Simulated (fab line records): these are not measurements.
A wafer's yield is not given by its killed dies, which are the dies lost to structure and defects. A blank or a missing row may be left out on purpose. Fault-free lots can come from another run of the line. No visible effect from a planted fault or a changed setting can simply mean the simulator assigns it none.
A lot that was struck, set against a sound lot || flow nandHarc || 14 steps out of a route of 1302
Sound: these wafers, L596.1, L596.3, L596.6. Wafers struck: L607.1, L607.2, L607.6. At the end, the cause is stated.
Each step with rows lists, per side, the tool, then ch with its chambers, then its first start. Under that, the readings that differ: sound wafers || struck wafers || difference of the means || sigmas: that difference in standard deviations of wafers without a fault.
alike: a reading whose means differ by less than 2 such deviations, as well as words and numbers matching on both sides. not compared: withheld readings; readings where some wafer has no value; bounds like >300 that might hide an equal value; numbers whose values overlap and for which the record gives no deviation.
Wherever a step has rows on one side only, a row that says differs or no value, or a row with sigmas, the two part there. Non-overlapping numbers with no deviation appear without sigmas and do not part them. Lack of a reading on every wafer of one side parts them only where that side has two or more wafers.

first, 1 step without rows for these wafers: NHARC_A_CHANNEL_FILL_D2_ALD_15 (deposits SiNx, target thk 2 nm, pulse time 60 s, ald cycles 19).
NHARC_A_CHANNEL_FILL_D2_ALD_16: deposits SiO2, target thk 1.5 nm, pulse time 10 s, ald cycles 15.
  sound on aldHk-03 ch 0,2,3, day 18 08:16; struck on aldHk-03 ch 2,3, day 22 15:19
  alike: aldCycles, heaterPowerW, precursorPulseHeightRel
  not compared: sinceWetCleanH
then, 2 steps without rows for these wafers: NHARC_A_CHANNEL_FILL_D2_ANNEAL_17 (time 1800 s); NHARC_A_CHANNEL_FILL_D2_CVD_18 (deposits poly-Si, target thk 3 nm).
NHARC_A_CHANNEL_FILL_D2_ETCHBACK_19: etches the open film in HBr/Cl2, target depth 5 nm, time 1.7 s.
  sound on rieSi-01 ch 0,2, day 18 18:14; struck on rieSi-01 ch 2,3, day 23 03:25
  alike: drypumpMotorCurrentA, oesProductAu, throttleValvePct
  not compared: rfHoursCounterH
NHARC_A_CHANNEL_FILL_D2_ETCHBACK_20: etches the open film in C4F8/O2/Ar, target depth 27 nm, time 13.5 s.
  sound on rieDiel-05 ch 2,3, day 18 18:23; struck on rieDiel-11 ch 0,3, day 23 03:32
  alike: oesProductAu, rfVppV
  not compared: rfHoursCounterH
NHARC_A_CHANNEL_FILL_D2_STRIP_28: strips in O2, time 20 s.
  sound on rieDiel-05 ch 2,3, day 18 18:29; struck on rieDiel-11 ch 0,2,3, day 23 03:38
  alike: drypumpMotorCurrentA, oesProductAu, rfVppV, showerheadPlenumPTorr, throttleValvePct
  not compared: rfHoursCounterH
then, 4 steps without rows for these wafers: NHARC_A_CHANNEL_FILL_D2_PRECLEAN_21 (cleans in dHF, time 30 s); NHARC_A_CHANNEL_FILL_D2_SRD_23; NHARC_A_CHANNEL_FILL_D2_CVD_05 (deposits poly-Si, target thk 5 nm); NHARC_A_CHANNEL_FILL_D2_ANNEAL_22 (time 7200 s).
NHARC_A_CHANNEL_FILL_D2_ALD_25: deposits SiOx, target thk 60 nm, pulse time 10 s, ald cycles 600.
  sound on aldHk-03 ch 1,3, day 19 09:47; struck on aldHk-01 ch 1,2, day 23 14:55
{"reading": "aldCycles", "sound": "600 600 600", "struck": "917 917 917", "difference": "+317", "sigmas": ""}
  alike: heaterPowerW, precursorPulseHeightRel
  not compared: sinceWetCleanH
NHARC_A_CHANNEL_FILL_D2_ETCHBACK_08: etches the open film in C4F8, target depth 220 nm, time 110 s.
  sound on rieDiel-02 ch 2,3; struck on rieDiel-02 ch 2,3
  alike: oesProductAu, rfVppV
  not compared: rfHoursCounterH
-- the record jumps here: 9 days lie between the struck wafers' starts before and after (it left off in module A_CHANNEL_FILL_D2 and takes up again in module END, whose first step shown is number 1302 of the route) --
NHARC_END_SORT_01:
  sound on prober-01 ch 0, day 28 07:43; struck on prober-02 ch 0, day 32 21:15
  alike: killedAtArray, killedAtOther, killedAtPeriphery, killedDies, killedOpen, killedShort

WHERE THEY PART
Nowhere in this record.

WHY: what had been put in by the simulator
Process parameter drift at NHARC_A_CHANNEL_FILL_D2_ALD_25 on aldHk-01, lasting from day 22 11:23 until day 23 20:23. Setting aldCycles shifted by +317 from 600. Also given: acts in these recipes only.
